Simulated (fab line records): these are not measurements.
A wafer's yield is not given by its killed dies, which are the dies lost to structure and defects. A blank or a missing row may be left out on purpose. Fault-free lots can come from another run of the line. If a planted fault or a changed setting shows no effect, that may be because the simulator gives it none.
Chamber matching | flow n5_finfet | N5_MOL_CONTACT_COAG_CMP_23 on cmp-01: 4 sister chambers
The step polishes, stops on SiO2, t overpolish 1.5 s, target thk 0 nm. 8 wafers are shown with their chamber, then 9 later ones without.

## WAFERS, EACH WITH ITS CHAMBER
wafer  | chamber | motor_current_A (A) | time_to_endpoint_s (s)
L084.6 | 3       | 6.7                 | 12.1
L086.2 | 2       | 7.4                 | 9.9
L086.4 | 0       | 7.3                 | 11.2
L088.5 | 2       | 7.6                 | 6.9
L088.6 | 1       | 8.0                 | 10.9
L089.2 | 0       | 6.9                 | 8.3
L089.4 | 3       | 7.3                 | 13.1
L089.5 | 1       | 7.9                 | 8.9

## WAFERS MISSING THEIR CHAMBER
wafer  | motor_current_A (A) | time_to_endpoint_s (s)
L090.2 | 8.1                 | 12.4
L090.3 | 6.8                 | 8.7
L090.4 | 7.1                 | 7.7
L092.4 | 8.0                 | 8.3
L092.5 | 6.8                 | 7.0
L092.6 | 7.0                 | 11.4
L093.1 | 7.2                 | 10.4
L093.2 | 7.9                 | 8.9
L093.4 | 7.3                 | 6.8

## WHICH CHAMBER EACH ONE RAN IN
wafer  | from the rows above          | in truth
L090.2 | can't be placed: 1 or 2      | 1
L090.3 | can't be placed: 0 or 3 or 2 | 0
L090.4 | can't be placed: 0 or 2 or 3 | 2
L092.4 | can't be placed: 1 or 2      | 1
L092.5 | can't be placed: 0 or 2 or 3 | 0
L092.6 | can't be placed: 3 or 0 or 2 | 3
L093.1 | can't be placed: 0 or 3 or 2 | 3
L093.2 | can't be placed: 1 or 2      | 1
L093.4 | can't be placed: 2 or 0 or 1 | 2
Correctly placed: 0 of 9. Not placeable from these rows: 9 (in 9, the candidates include the true chamber). 0 placed wrongly.
How it was worked out, from the rows above alone: a wafer's distance from a chamber is the root of the sum, over the readings, of the square of ((its reading less the chamber's mean) divided by the reading's scatter). The wafer belongs to the nearest chamber; if the next one is less than 2 further off, it can't be placed. Each chamber's mean is taken over the wafers shown for it. The scatter is the square root of a quotient: the sum, over the shown wafers, of each reading's squared deviation from its chamber's mean, divided by wafers minus chambers.
